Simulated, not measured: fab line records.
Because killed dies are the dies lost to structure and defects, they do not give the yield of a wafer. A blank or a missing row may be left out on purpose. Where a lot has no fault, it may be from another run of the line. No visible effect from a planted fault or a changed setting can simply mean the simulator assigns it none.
fab line records | flow n5Finfet
[record] lots = 9 | wafers = 27 | lastDay = 17
route steps=1938 shown BEOL_M2@856 BEOL_M4@1111 PASSIVATION@1936
lots that met no fault: taken from a fault-free run of the same line
startH: start of the lot's first displayed wafer, in hours after the record's first day | waitH: how many hours have passed since the lot's step before this one | " as in the row above | L1.1+2: several wafers, shown together as one row | - either no value or no given start | * or withheld: withheld | < > ~ a bound
route shown NAME@n: names a module that has steps shown in the file, with the first one's number in the route | usual: mean/standard deviation taken from wafers without a fault | same: alike in all rows | chamber/n: place in a boat | sites: each site's reading | _std_site: the values' standard deviation | _edge_site: mean of outer sites minus mean of inner sites | radiusMm: for every site, how far away it sits from the centre of the wafer | mask NAME#n: copy n | behind: the tool/chamber that last shaped the wafer | hold: cause of the lot's hold/its duration in hours/its outcome | device: transistor that didn't switch, given as n, p or np | end of line: tests run on the same wafers once the route is complete | step lacking rows: just its recipe | killed: the dies lost at the first sort to structure and to defects; this is not the yield of the wafer | map: dies across one wafer; x = killed, . = not, _ = none there
set.NAME: the setting that was run; set.NAME@STEP: the one run at that earlier step | model.NAME: the simulator's own value behind a step, which no gauge read
route steps across a sampled set of lots; one table per step, one row per wafer
services: a tool's chamber out of use, with start hour (startH, from the record's first day; less than 0 if before it), hours out, and reason
[[steps]]
[step N5_BEOL_M2_INSPECT_13]
[recipe] mode = adi | inspectInstrument = brightfield
[usual] rawDefectCount = 379/75
lot.wafer | tool             | chamber | startH | waitH | rawDefectCount
L853.3    | defectInspect-02 | -       | 135.60 | 0.0   | 396
L853.4    | "                | -       | "      | "     | 395
L853.5    | "                | -       | "      | "     | 330
L859.3    | defectInspect-02 | -       | 166.80 | 0.0   | 334
L859.4    | "                | -       | "      | "     | 385
L859.5    | "                | -       | "      | "     | 304
L861.2    | defectInspect-01 | -       | 182.79 | 0.0   | 254
L861.3    | "                | -       | "      | "     | 451
L861.6    | "                | -       | "      | "     | 335
L863.1    | defectInspect-02 | -       | 198.57 | 0.1   | 296
L863.3    | "                | -       | "      | "     | 320
L863.4    | "                | -       | "      | "     | 285
L864.1    | defectInspect-02 | -       | 198.78 | 0.1   | 386
L864.4    | "                | -       | "      | "     | 417
L864.6    | "                | -       | "      | "     | 364
L871.2    | defectInspect-01 | -       | 242.76 | 0.0   | 335
L871.3    | "                | -       | "      | "     | 299
L871.4    | "                | -       | "      | "     | 348
L870.2    | defectInspect-02 | -       | 245.13 | 0.0   | 327
L870.3    | "                | -       | "      | "     | 300
L870.6    | "                | -       | "      | "     | 290
L872.1    | defectInspect-02 | -       | 249.09 | 0.1   | 447
L872.3    | "                | -       | "      | "     | 447
L872.6    | "                | -       | "      | "     | 425
L873.2    | defectInspect-02 | -       | 261.05 | 0.0   | 332
L873.3    | "                | -       | "      | "     | 311
L873.5    | "                | -       | "      | "     | 375
[step N5_BEOL_M2_HM_OPEN_17]
[recipe] chemistry = Cl2/BCl3 | targetDepthA = 200 | overetchA = 60 | target = TiN | maskMaterial = SOC | ionEnergyEv = 150 | pressureMtorr = 10 | icpW = 1000 | biasW = 126 | Cl2_flow_sccm = 53.25 | bcl3FlowSccm = 21.75 | Ar_flow_sccm = 25
[usual] chamberPressureMTorr = 10.000/0.0083 | drypumpMotorCurrentA = 5.9/0.44 | oesProductAu = 0.63/0.099 | throttleValvePct = 22.15/0.23
lot.wafer | tool        | chamber | startH | waitH | chamberPressureMTorr | drypumpMotorCurrentA | oesProductAu | rfHoursCounterH | throttleValvePct
L853.3    | rieMetal-03 | 0       | 136.44 | 0.1   | 10.003               | 5.5                  | 0.57         | -               | 22.29
L853.4    | "           | 1       | "      | "     | 10.008               | 5.5                  | 0.68         | -               | 22.63
L853.5    | "           | 1       | "      | "     | 10.005               | 5.5                  | 0.67         | -               | 22.65
L859.3    | rieMetal-01 | 1       | 167.11 | 0.1   | 10.000               | 5.4                  | 0.60         | -               | 21.99
L859.4    | "           | 0       | "      | "     | 9.998                | 5.5                  | 0.52         | -               | 22.29
L859.5    | "           | 0       | "      | "     | 10.013               | 5.5                  | 0.52         | -               | 22.30
L861.2    | rieMetal-03 | 0       | 183.13 | 0.0   | 9.998                | 5.5                  | 0.56         | 105             | 22.30
L861.3    | "           | 0       | "      | "     | 10.000               | 5.6                  | 0.56         | -               | 22.30
L861.6    | "           | 1       | "      | "     | 9.991                | 5.5                  | 0.66         | -               | 22.65
L863.1    | rieMetal-02 | 0       | 198.86 | 0.0   | 9.995                | 6.3                  | 0.76         | 10              | 22.21
L863.3    | "           | 0       | "      | "     | 9.979                | 6.4                  | 0.76         | -               | 22.21
L863.4    | "           | 1       | "      | "     | 9.997                | 6.4                  | 0.54         | -               | 21.93
L864.1    | rieMetal-03 | 0       | 199.07 | 0.0   | 10.001               | 5.5                  | 0.55         | 108             | 22.29
L864.4    | "           | 1       | "      | "     | 9.995                | 5.5                  | 0.65         | -               | 22.66
L864.6    | "           | 1       | "      | "     | 9.991                | 5.5                  | 0.65         | -               | 22.66
L871.2    | rieMetal-01 | 1       | 243.23 | 0.1   | 9.987                | 5.4                  | 0.59         | -               | 22.00
L871.3    | "           | 1       | "      | "     | 9.989                | 5.4                  | 0.59         | -               | 22.03
L871.4    | "           | 1       | "      | "     | 9.998                | 5.4                  | 0.59         | -               | 21.99
L870.2    | rieMetal-02 | 0       | 245.58 | 0.0   | 10.007               | 6.3                  | 0.75         | 14              | 22.23
L870.3    | "           | 1       | "      | "     | 9.987                | 6.4                  | 0.54         | -               | 21.93
L870.6    | "           | 1       | "      | "     | 10.005               | 6.4                  | 0.54         | -               | 21.93
L872.1    | rieMetal-01 | 1       | 249.39 | 0.0   | 10.010               | 5.4                  | 0.58         | 79              | 22.01
L872.3    | "           | 1       | "      | "     | 9.980                | 5.4                  | 0.59         | -               | 22.00
L872.6    | "           | 1       | "      | "     | 10.009               | 5.4                  | 0.59         | -               | 22.02
L873.2    | rieMetal-02 | 1       | 261.60 | 0.0   | 10.004               | 6.4                  | 0.53         | 116             | 21.95
L873.3    | "           | 0       | "      | "     | 10.009               | 6.3                  | 0.73         | -               | 22.22
L873.5    | "           | 1       | "      | "     | 10.000               | 6.4                  | 0.53         | -               | 21.95
[step N5_BEOL_M2_STRIP_19]
[recipe] chemistry = O2 | powerW = 400 | tempC = 40 | pressureMtorr = 30 | rfFrequencyHz = 6e+07 | biasPowerW = 0 | overashFraction = 0.2 | o2FlowSccm = 225
[usual] chamberPressureMTorr = 30.002/0.03 | drypumpMotorCurrentA = 5.8/0.46 | o2FlowSccm = 225.1/0.68 | oesProductAu = 0.78/0.091 | rfVppV = 3.6/0.52 | showerheadPlenumPTorr = 2.10/0.072 | tempC = 40.00/0.11 | throttleValvePct = 16.63/0.18
lot.wafer | tool       | chamber | startH | waitH | chamberPressureMTorr | drypumpMotorCurrentA | o2FlowSccm | oesProductAu | rfHoursCounterH | rfVppV | showerheadPlenumPTorr | tempC | throttleValvePct
L853.3    | rieDiel-04 | 3       | 136.57 | 0.1   | 29.958               | 6.4                  | 225.3      | 0.93         | 18              | 3.8    | 2.14                  | 39.86 | 16.63
L853.4    | "          | 1       | "      | "     | 30.005               | 6.3                  | 224.6      | 0.69         | 236             | 3.0    | 2.07                  | 39.94 | 16.71
L853.5    | "          | 2       | "      | "     | 30.012               | 5.6                  | 224.1      | 0.73         | -               | 2.6    | 1.98                  | 40.08 | 16.79
L859.3    | rieDiel-03 | 1       | 167.20 | 0.1   | 30.025               | 5.3                  | 225.4      | 0.84         | 68              | 3.2    | 2.13                  | 40.10 | 16.41
L859.4    | "          | 1       | "      | "     | 30.000               | 5.3                  | 225.4      | 0.84         | -               | 2.6    | 2.13                  | 39.95 | 16.44
L859.5    | "          | 0       | "      | "     | 30.016               | 5.6                  | 225.9      | 0.73         | -               | 4.4    | 2.07                  | 39.99 | 16.49
L861.2    | rieDiel-03 | 1       | 183.24 | 0.1   | 30.006               | 5.3                  | 224.2      | 0.83         | 75              | 3.1    | 2.13                  | 39.92 | 16.43
L861.3    | "          | 2       | "      | "     | 29.970               | 5.4                  | 224.0      | 0.80         | 102             | 3.4    | 2.11                  | 39.95 | 16.47
L861.6    | "          | 3       | "      | "     | 29.983               | 5.7                  | 225.0      | 0.97         | -               | 4.1    | 2.24                  | 39.97 | 16.48
L863.1    | rieDiel-02 | 3       | 198.97 | 0.1   | 29.962               | 5.6                  | 225.0      | 0.74         | 180             | 3.9    | 2.09                  | 39.97 | 16.68
L863.3    | "          | 0       | "      | "     | 29.990               | 5.3                  | 224.5      | 0.72         | 209             | 3.6    | 2.01                  | 40.08 | 16.68
L863.4    | "          | 1       | "      | "     | 29.996               | 6.2                  | 224.0      | 0.72         | 221             | 3.4    | 2.15                  | 40.03 | 16.61
L864.1    | rieDiel-04 | 2       | 199.19 | 0.1   | 30.017               | 5.6                  | 225.0      | 0.70         | 237             | 3.8    | 1.97                  | 39.81 | 16.86
L864.4    | "          | 3       | "      | "     | 30.009               | 6.4                  | 226.3      | 0.88         | -               | 2.9    | 2.14                  | 40.03 | 16.67
L864.6    | "          | 2       | "      | "     | 29.994               | 5.6                  | 225.7      | 0.70         | -               | 3.9    | 1.97                  | 39.99 | 16.84
L871.2    | rieDiel-03 | 1       | 243.44 | 0.2   | 29.953               | 5.3                  | 225.5      | 0.82         | 95              | 3.2    | 2.12                  | 40.13 | 16.47
L871.3    | "          | 2       | "      | "     | 30.047               | 5.4                  | 224.3      | 0.78         | 124             | 3.4    | 2.10                  | 39.91 | 16.50
L871.4    | "          | 0       | "      | "     | 30.012               | 5.7                  | 226.0      | 0.71         | 213             | 3.3    | 2.06                  | 40.09 | 16.54
L870.2    | rieDiel-02 | 3       | 245.69 | 0.1   | 29.954               | 5.6                  | 225.2      | 0.72         | 196             | 3.5    | 2.08                  | 40.03 | 16.70
L870.3    | "          | 1       | "      | "     | 29.979               | 6.2                  | 224.8      | 0.70         | 238             | 4.3    | 2.14                  | 39.72 | 16.64
L870.6    | "          | 3       | "      | "     | 30.043               | 5.6                  | 223.9      | 0.71         | -               | 3.3    | 2.08                  | 40.06 | 16.70
L872.1    | rieDiel-02 | 3       | 249.50 | 0.1   | 30.027               | 5.6                  | 226.0      | 0.72         | 198             | 4.1    | 2.08                  | 40.14 | 16.71
L872.3    | "          | 1       | "      | "     | 30.016               | 6.3                  | 224.5      | 0.70         | 239             | 3.5    | 2.14                  | 39.92 | 16.63
L872.6    | "          | 1       | "      | "     | 29.990               | 6.2                  | 224.4      | 0.69         | -               | 3.0    | 2.14                  | 40.02 | 16.65
L873.2    | rieDiel-04 | 3       | 261.92 | 0.3   | 30.011               | 6.4                  | 225.8      | 0.84         | 69              | 2.8    | 2.13                  | 40.01 | 16.72
L873.3    | "          | 2       | "      | "     | 29.967               | 5.6                  | 225.7      | 0.98         | 3               | 2.9    | 2.23                  | 40.08 | 16.39
L873.5    | "          | 2       | "      | "     | 30.026               | 5.6                  | 224.4      | 0.98         | -               | 2.8    | 2.23                  | 39.99 | 16.39
[step N5_BEOL_M2_COAT_76]
[recipe] resist = underlayer | tempC = 205 | timeS = 60 | spinRpm = 1500 | resistThkNm = 5
[usual] runLengthS = 66.23/0.2
lot.wafer | tool          | chamber | startH | waitH | runLengthS
L853.3    | lithoTrack-05 | 0       | 136.68 | -     | 66.24
L853.4    | "             | 0       | "      | "     | 66.37
L853.5    | "             | 0       | "      | "     | 66.12
L859.3    | lithoTrack-01 | 0       | 167.31 | -     | 66.42
L859.4    | "             | 0       | "      | "     | 65.98
L859.5    | "             | 0       | "      | "     | 66.30
L861.2    | lithoTrack-01 | 0       | 183.35 | -     | 66.04
L861.3    | "             | 0       | "      | "     | 66.07
L861.6    | "             | 0       | "      | "     | 66.15
L863.1    | lithoTrack-01 | 0       | 199.08 | -     | 66.02
L863.3    | "             | 0       | "      | "     | 66.04
L863.4    | "             | 0       | "      | "     | 66.29
L864.1    | lithoTrack-05 | 0       | 199.30 | -     | 66.29
L864.4    | "             | 0       | "      | "     | 66.04
L864.6    | "             | 0       | "      | "     | 66.19
L871.2    | lithoTrack-01 | 0       | 243.55 | -     | 75.56
L871.3    | "             | 0       | "      | "     | 66.08
L871.4    | "             | 0       | "      | "     | 66.32
L870.2    | lithoTrack-05 | 0       | 245.81 | -     | 66.10
L870.3    | "             | 0       | "      | "     | 66.07
L870.6    | "             | 0       | "      | "     | 66.20
L872.1    | lithoTrack-01 | 0       | 249.62 | -     | 75.50
L872.3    | "             | 0       | "      | "     | 66.19
L872.6    | "             | 0       | "      | "     | 75.39
L873.2    | lithoTrack-02 | 0       | 262.04 | -     | 66.63
L873.3    | "             | 0       | "      | "     | 66.43
L873.5    | "             | 0       | "      | "     | 66.68
[step N5_BEOL_M4_RC_MEAS_101]
[usual] DIBL_N = 35.8/1.6 | DIBL_P = 36.0/1.9 | IOFF_N = 0.151/0.029 | IOFF_P = 0.21/0.037 | ION_N = 673/12 | ION_P = 463/7.3 | SS_N = 71.5/0.58 | SS_P = 73.2/0.61 | VT_N = 251/3.3 | VT_P = -250/3.3
lot.wafer | tool      | chamber | startH | waitH | DIBL_N[mV/V] | DIBL_P[mV/V] | IOFF_N[nA/um] | IOFF_P[nA/um] | ION_N[uA/um] | ION_P[uA/um] | SS_N[mV/dec] | SS_P[mV/dec] | VT_N[mV] | VT_P[mV]
L853.3    | prober-02 | 0       | 162.23 | 0.9   | 35.4         | 34.9         | 0.115         | 0.18          | 662          | 461          | 70.7         | 72.2         | 256      | -253
L853.4    | "         | 0       | "      | "     | 36.9         | 35.9         | 0.139         | 0.19          | 667          | 463          | 71.1         | 72.0         | 254      | -251
L853.5    | "         | 0       | "      | "     | 38.8         | 37.9         | 0.175         | 0.23          | 679          | 462          | 72.4         | 73.5         | 250      | -250
L859.3    | prober-02 | 0       | 205.15 | 0.3   | 36.1         | 36.8         | 0.167         | 0.26          | 682          | 469          | 71.8         | 73.0         | 248      | -249
L859.4    | "         | 0       | "      | "     | 37.2         | 37.7         | 0.183         | 0.29          | 678          | 469          | 71.8         | 73.2         | 248      | -244
L859.5    | "         | 0       | "      | "     | 37.6         | 38.2         | 0.205         | 0.31          | 691          | 478          | 72.7         | 73.7         | 246      | -241
L861.2    | prober-01 | 0       | 210.31 | 0.2   | 34.8         | 32.8         | 0.112         | 0.14          | 664          | 453          | 71.5         | 72.6         | 255      | -257
L861.3    | "         | 0       | "      | "     | 35.8         | 35.3         | 0.133         | 0.17          | 668          | 461          | 71.8         | 73.1         | 252      | -252
L861.6    | "         | 0       | "      | "     | 34.7         | 34.9         | 0.124         | 0.18          | 657          | 453          | 71.6         | 72.9         | 251      | -252
L863.1    | prober-02 | 0       | 239.33 | 0.0   | 35.1         | 36.2         | 0.152         | 0.22          | 666          | 462          | 72.1         | 72.9         | 254      | -247
L863.3    | "         | 0       | "      | "     | 32.7         | 34.1         | 0.119         | 0.19          | 669          | 465          | 70.8         | 73.1         | 252      | -248
L863.4    | "         | 0       | "      | "     | 35.1         | 37.4         | 0.175         | 0.25          | 691          | 475          | 71.3         | 73.8         | 247      | -247
L864.1    | prober-01 | 0       | 241.66 | 0.0   | 34.9         | 36.0         | 0.134         | 0.17          | 662          | 453          | 71.1         | 73.5         | 255      | -252
L864.4    | "         | 0       | "      | "     | 36.4         | 37.1         | 0.156         | 0.18          | 678          | 456          | 71.5         | 73.6         | 251      | -258
L864.6    | "         | 0       | "      | "     | 35.8         | 38.3         | 0.156         | 0.19          | 677          | 463          | 71.2         | 73.4         | 250      | -252
L870.2    | prober-01 | 0       | 277.44 | 0.2   | 33.5         | 33.6         | 0.129         | 0.17          | 672          | 457          | 70.5         | 72.7         | 254      | -252
L870.3    | "         | 0       | "      | "     | 34.4         | 34.1         | 0.130         | 0.18          | 676          | 465          | 70.6         | 72.7         | 253      | -252
L870.6    | "         | 0       | "      | "     | 33.5         | 32.7         | 0.115         | 0.17          | 656          | 456          | 70.9         | 72.2         | 255      | -252
L871.2    | prober-01 | 0       | 280.99 | 0.2   | 35.1         | 34.6         | 0.135         | 0.18          | 672          | 460          | 70.4         | 73.1         | 252      | -250
L871.3    | "         | 0       | "      | "     | 32.9         | 32.8         | 0.105         | 0.17          | 659          | 455          | 70.3         | 71.8         | 257      | -251
L871.4    | "         | 0       | "      | "     | 35.9         | 35.6         | 0.148         | 0.20          | 676          | 463          | 70.7         | 73.5         | 249      | -252
L872.1    | prober-02 | 0       | 284.78 | 0.0   | 35.8         | 36.4         | 0.151         | 0.23          | 665          | 460          | 71.4         | 72.8         | 251      | -247
L872.3    | "         | 0       | "      | "     | 33.0         | 32.9         | 0.107         | 0.17          | 649          | 454          | 70.8         | 72.0         | 252      | -252
L872.6    | "         | 0       | "      | "     | 35.1         | 35.1         | 0.144         | 0.21          | 672          | 461          | 71.1         | 73.1         | 252      | -250
L873.2    | prober-01 | 0       | 298.89 | 0.2   | 34.1         | 35.2         | 0.132         | 0.18          | 647          | 459          | 71.3         | 73.8         | 253      | -253
L873.3    | "         | 0       | "      | "     | 38.7         | 39.7         | 0.234         | 0.26          | 708          | 469          | 72.9         | 74.2         | 244      | -247
L873.5    | "         | 0       | "      | "     | 34.6         | 37.3         | 0.162         | 0.22          | 687          | 470          | 72.3         | 73.6         | 246      | -254
[step N5_PASSIVATION_PROBE_49]
[usual] defectLimitedYield = 90.9/1.4 | killed_at_M0_to_M3 = 37/12 | killed_at_M4_up = 14/5.3 | killedAtContacts = 12/6.2 | killedAtFrontEnd = 41/11 | killedAtOther = 3.7/2.9 | killedDies = 107/17 | killedOpen = 71/12 | killedShort = 34/7.9 | sort_bin_5_function = 5.3/0.95 | sort_bin_6_memory = 3.4/0.7 | sort_bin_8_speed = 0.00/0.0099 | sortNPass = 1073/17 | sortYieldPct = 90.9/1.5
[same] grossDies = 1180 | killedAtBackSide = 0 | sort_bin_4_leakage[%] = 0
lot.wafer | tool      | chamber | startH | waitH | defectLimitedYield[%] | killed_at_M0_to_M3 | killed_at_M4_up | killedAtContacts | killedAtFrontEnd | killedAtOther | killedDies | killedOpen | killedShort | sort_bin_5_function[%] | sort_bin_6_memory[%] | sort_bin_8_speed[%] | sortNPass | sortYieldPct[%]
L853.3    | prober-02 | -       | 272.65 | 0.1   | 89.9                  | 36                 | 10              | 29               | 42               | 2             | 119        | 82         | 36          | 6.2                    | 3.6                  | 0                   | 1061      | 89.9
L853.4    | prober-02 | -       | 272.70 | 0.2   | 91.9                  | 41                 | 13              | 10               | 31               | 0             | 95         | 50         | 41          | 4.8                    | 3.0                  | 0                   | 1085      | 91.9
L853.5    | prober-02 | -       | 272.75 | 0.2   | 91.4                  | 26                 | 8               | 30               | 35               | 2             | 101        | 74         | 26          | 5.1                    | 3.3                  | 0                   | 1079      | 91.4
L859.3    | prober-01 | -       | 310.99 | 0.1   | 91.1                  | 51                 | 10              | 9                | 31               | 4             | 105        | 74         | 31          | 5.5                    | 3.3                  | 0                   | 1075      | 91.1
L859.4    | prober-01 | -       | 311.04 | 0.2   | 92.2                  | 25                 | 16              | 17               | 32               | 2             | 92         | 65         | 27          | 4.4                    | 3.1                  | 0                   | 1088      | 92.2
L859.5    | prober-01 | -       | 311.09 | 0.2   | 90.9                  | 40                 | 19              | 12               | 35               | 1             | 107        | 75         | 32          | 6.0                    | 2.5                  | 0                   | 1073      | 90.9
L863.1    | prober-02 | -       | 341.82 | 0.0   | 88.8                  | 51                 | 13              | 12               | 52               | 4             | 132        | 91         | 38          | 6.2                    | 4.5                  | 0                   | 1048      | 88.8
L863.3    | prober-02 | -       | 341.92 | 0.1   | 91.2                  | 32                 | 21              | 19               | 30               | 2             | 104        | 69         | 32          | 5.3                    | 2.9                  | 0                   | 1076      | 91.2
L863.4    | prober-02 | -       | 341.97 | 0.2   | 90.7                  | 34                 | 14              | 11               | 43               | 8             | 110        | 69         | 40          | 5.3                    | 3.7                  | 0                   | 1070      | 90.7
L871.2    | prober-01 | -       | 389.44 | 0.1   | 91.9                  | 35                 | 3               | 17               | 34               | 7             | 96         | 61         | 34          | 4.8                    | 2.9                  | 0                   | 1084      | 91.9
L871.3    | prober-01 | -       | 389.49 | 0.1   | 92.2                  | 36                 | 6               | 16               | 24               | 10            | 92         | 58         | 34          | 4.0                    | 3.6                  | 0                   | 1088      | 92.2
L871.4    | prober-01 | -       | 389.54 | 0.2   | 88.8                  | 34                 | 18              | 26               | 53               | 1             | 132        | 102        | 30          | 6.0                    | 4.9                  | 0                   | 1048      | 88.8
L872.1    | prober-02 | -       | 395.21 | 0.0   | 89.6                  | 39                 | 14              | 22               | 43               | 5             | 123        | 92         | 31          | 6.6                    | 3.5                  | 0                   | 1057      | 89.6
L872.3    | prober-02 | -       | 395.31 | 0.1   | 88.4                  | 44                 | 21              | 22               | 48               | 2             | 137        | 92         | 43          | 7.0                    | 4.2                  | 0                   | 1043      | 88.4
L872.6    | prober-02 | -       | 395.46 | 0.3   | 90.1                  | 37                 | 20              | 19               | 40               | 1             | 117        | 77         | 36          | 6.2                    | 3.2                  | 0                   | 1063      | 90.1
L873.2    | prober-02 | -       | 409.57 | 0.1   | 92.5                  | 27                 | 14              | 3                | 42               | 2             | 88         | 57         | 30          | 4.8                    | 2.2                  | 0                   | 1092      | 92.5
L873.3    | prober-02 | -       | 409.62 | 0.1   | 90.8                  | 23                 | 9               | 10               | 51               | 15            | 108        | 76         | 31          | 5.9                    | 2.8                  | 0                   | 1072      | 90.8
L873.5    | prober-02 | -       | 409.72 | 0.2   | 91.4                  | 28                 | 18              | 9                | 39               | 7             | 101        | 64         | 35          | 4.7                    | 3.6                  | 0                   | 1079      | 91.4
// killed by level:class
L853.3 MOL_CONTACT_COAG:geometricParticle:open=21 STI_FIN_REVEAL:geometricParticle:open=11 BEOL_M0_SAQP:geometricParticle:open=11 MOL_CONTACT_COAG:geometricParticle:short=8 DUMMY_GATE:geometricParticle:open=6 BEOL_M0_SAQP:geometricParticle:short=6 BEOL_M1:geometricParticle:open=6 BEOL_M2:geometricParticle:open=6
L853.4 BEOL_M0_SAQP:geometricParticle:short=18 BEOL_M0_SAQP:geometricParticle:open=8 STI_FIN_REVEAL:geometricParticle:open=6 DUMMY_GATE:geometricParticle:open=6 MOL_CONTACT_COAG:geometricParticle:open=6 GATE_CUT:geometricParticle:short=5 MOL_CONTACT_COAG:geometricParticle:short=4 BEOL_M2:geometricParticle:open=4
L853.5 MOL_CONTACT_COAG:geometricParticle:open=25 STI_FIN_REVEAL:geometricParticle:open=13 BEOL_M0_SAQP:geometricParticle:short=6 FIN_SAQP:geometricParticle:open=5 MOL_CONTACT_COAG:geometricParticle:short=5 BEOL_M0_SAQP:geometricParticle:open=5 BEOL_M1:geometricParticle:open=4 BEOL_M2:geometricParticle:open=4
L859.3 BEOL_M0_SAQP:geometricParticle:open=16 BEOL_M0_SAQP:geometricParticle:short=12 STI_FIN_REVEAL:geometricParticle:open=9 BEOL_M1:geometricParticle:open=8 MOL_CONTACT_COAG:geometricParticle:open=7 BEOL_M3:geometricParticle:open=6 BEOL_M2:geometricParticle:open=5 FIN_SAQP:geometricParticle:short=4
L859.4 MOL_CONTACT_COAG:geometricParticle:open=12 STI_FIN_REVEAL:geometricParticle:open=7 BEOL_M0_SAQP:geometricParticle:short=7 BEOL_M0_SAQP:geometricParticle:open=7 BEOL_M4:geometricParticle:open=7 FIN_SAQP:geometricParticle:open=5 FIN_SAQP:geometricParticle:short=5 MOL_CONTACT_COAG:geometricParticle:short=5
L859.5 BEOL_M0_SAQP:geometricParticle:short=11 FIN_SAQP:geometricParticle:open=9 MOL_CONTACT_COAG:geometricParticle:open=9 BEOL_M2:geometricParticle:open=9 BEOL_M0_SAQP:geometricParticle:open=7 BEOL_M1:geometricParticle:open=7 BEOL_M4:geometricParticle:open=7 DUMMY_GATE:geometricParticle:open=5
L863.1 BEOL_M3:geometricParticle:open=12 MOL_CONTACT_COAG:geometricParticle:open=11 FIN_SAQP:geometricParticle:open=10 FIN_SAQP:geometricParticle:short=10 BEOL_M0_SAQP:geometricParticle:open=10 GATE_CUT:geometricParticle:short=9 BEOL_M0_SAQP:geometricParticle:short=9 BEOL_M1:geometricParticle:open=9
L863.3 MOL_CONTACT_COAG:geometricParticle:open=13 STI_FIN_REVEAL:geometricParticle:open=9 BEOL_M4:geometricParticle:open=9 BEOL_M3:geometricParticle:open=7 FIN_SAQP:geometricParticle:short=5 MOL_CONTACT_COAG:geometricParticle:short=5 BEOL_M1:geometricParticle:open=5 BEOL_M2:geometricParticle:short=5
L863.4 BEOL_M0_SAQP:geometricParticle:open=12 BEOL_M0_SAQP:geometricParticle:short=11 GATE_CUT:geometricParticle:open=10 DUMMY_GATE:geometricParticle:open=8 MOL_CONTACT_COAG:geometricParticle:open=8 STI_FIN_REVEAL:geometricParticle:open=6 FIN_SAQP:geometricParticle:short=5 GATE_CUT:geometricParticle:short=4
L871.2 STI_FIN_REVEAL:geometricParticle:open=14 MOL_CONTACT_COAG:geometricParticle:short=9 MOL_CONTACT_COAG:geometricParticle:open=8 BEOL_M0_SAQP:geometricParticle:short=7 BEOL_M3:geometricParticle:open=7 BEOL_M0_SAQP:geometricParticle:open=6 FIN_SAQP:geometricParticle:short=5 PASS1_CAP:geometricParticle:open=5
L871.3 MOL_CONTACT_COAG:geometricParticle:open=13 BEOL_M0_SAQP:geometricParticle:short=12 FIN_SAQP:geometricParticle:open=7 BEOL_M0_SAQP:geometricParticle:open=6 STI_FIN_REVEAL:geometricParticle:open=5 BEOL_M1:geometricParticle:short=5 PASS1_CAP:geometricParticle:open=5 BEOL_M2:geometricParticle:open=4
L871.4 STI_FIN_REVEAL:geometricParticle:open=26 MOL_CONTACT_COAG:geometricParticle:open=20 BEOL_M1:geometricParticle:open=11 FIN_SAQP:geometricParticle:open=8 BEOL_M4:geometricParticle:open=8 MOL_CONTACT_COAG:geometricParticle:short=6 DUMMY_GATE:geometricParticle:open=6 BEOL_M0_SAQP:geometricParticle:short=6
L872.1 STI_FIN_REVEAL:geometricParticle:open=21 MOL_CONTACT_COAG:geometricParticle:open=19 BEOL_M0_SAQP:geometricParticle:open=11 BEOL_M2:geometricParticle:open=8 FIN_SAQP:geometricParticle:open=7 BEOL_M4:geometricParticle:open=7 BEOL_M3:geometricParticle:open=6 STI_FIN_REVEAL:geometricParticle:short=4
L872.3 STI_FIN_REVEAL:geometricParticle:open=20 MOL_CONTACT_COAG:geometricParticle:open=19 BEOL_M0_SAQP:geometricParticle:short=9 BEOL_M0_SAQP:geometricParticle:open=9 BEOL_M1:geometricParticle:open=9 BEOL_M4:geometricParticle:open=9 BEOL_M4:geometricParticle:short=9 FIN_SAQP:geometricParticle:short=7
L872.6 FIN_SAQP:geometricParticle:open=14 MOL_CONTACT_COAG:geometricParticle:open=14 BEOL_M4:geometricParticle:open=11 BEOL_M0_SAQP:geometricParticle:open=8 BEOL_M2:geometricParticle:open=8 BEOL_M2:geometricParticle:short=6 BEOL_M0_SAQP:geometricParticle:short=6 STI_FIN_REVEAL:geometricParticle:open=5
L873.2 FIN_SAQP:geometricParticle:open=11 FIN_SAQP:geometricParticle:short=9 DUMMY_GATE:geometricParticle:open=9 BEOL_M0_SAQP:geometricParticle:short=7 BEOL_M0_SAQP:geometricParticle:open=5 BEOL_M2:geometricParticle:short=4 BEOL_M3:geometricParticle:open=4 BEOL_M4:geometricParticle:open=4
L873.3 STI_FIN_REVEAL:geometricParticle:open=16 FIN_SAQP:geometricParticle:open=14 FIN_SAQP:geometricParticle:short=9 BEOL_M2:geometricParticle:open=9 MOL_CONTACT_COAG:geometricParticle:open=8 PASS1_CAP:geometricParticle:open=5 BEOL_M5:geometricParticle:open=4 BEOL_M1:geometricParticle:open=3
L873.5 FIN_SAQP:geometricParticle:open=10 MOL_CONTACT_COAG:geometricParticle:open=9 BEOL_M0_SAQP:geometricParticle:open=7 BEOL_M3:geometricParticle:open=7 BEOL_M2:geometricParticle:short=6 BEOL_M4:geometricParticle:open=6 FIN_SAQP:geometricParticle:short=5 STI_FIN_REVEAL:geometricParticle:open=5
[[services]]
tool          | chamber | startH | hours | kind
lithoTrack-01 | -       | 140.28 | -     | consumableReplace:filter
rieDiel-02    | -       | 145.40 | 4.3   | pm
rieDiel-03    | 3       | 158.12 | -     | clean
rieDiel-03    | 3       | 158.12 | -     | consumableReplace:focusRing
rieDiel-03    | 3       | 158.12 | -     | consumableReplace:showerhead
rieDiel-03    | 3       | 158.12 | 16.4  | scheduledDown
rieDiel-03    | 3       | 158.12 | 16.4  | ventCycle
rieDiel-02    | -       | 163.03 | 3.2   | repair
rieDiel-04    | 0       | 165.28 | -     | clean
rieDiel-04    | 0       | 165.28 | -     | consumableReplace:focusRing
rieDiel-04    | 0       | 165.28 | -     | consumableReplace:showerhead
rieDiel-04    | 0       | 165.28 | 18.7  | scheduledDown
rieDiel-04    | 0       | 165.28 | 18.7  | ventCycle
rieMetal-01   | -       | 171.73 | 28.1  | pm
rieDiel-04    | 1       | 184.08 | -     | clean
rieDiel-04    | 1       | 184.08 | -     | consumableReplace:focusRing
rieDiel-04    | 1       | 184.08 | 16.1  | scheduledDown
rieDiel-04    | 1       | 184.08 | 16.1  | ventCycle
rieDiel-03    | 3       | 189.80 | 9.6   | repair
rieDiel-03    | -       | 219.02 | 2.8   | pm
rieMetal-03   | -       | 242.81 | 14.6  | pm
rieMetal-03   | -       | 258.06 | 1.4   | pm
rieDiel-03    | 0       | 259.75 | 6.6   | repair
rieDiel-02    | 0       | 261.10 | 2.4   | repair
[[key]]
[firstSign] step = N5_BEOL_M2_COAT_76 | reading = runLengthS | direction = up | sigmas = 46 | usual = * | struck = *
effect none on later readings
metAt N5_BEOL_M2_COAT_76
struckLots L871,L872
struckWafers L871.2,L872.1,L872.6
notActingAt N5_BEOL_M2_INSPECT_13,N5_BEOL_M2_HM_OPEN_17,N5_BEOL_M2_STRIP_19
onsetBetween 199.08 243.55
[fault] kind = processParameterDrift | tool = lithoTrack-01 | chamber = - | onsetH = 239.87 | steps = N5_BEOL_M2_COAT_76 | channel = timeS | offset = * | shape = step | endH = 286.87 | scope = struckWafersOnly | actsIn = * | stated = *
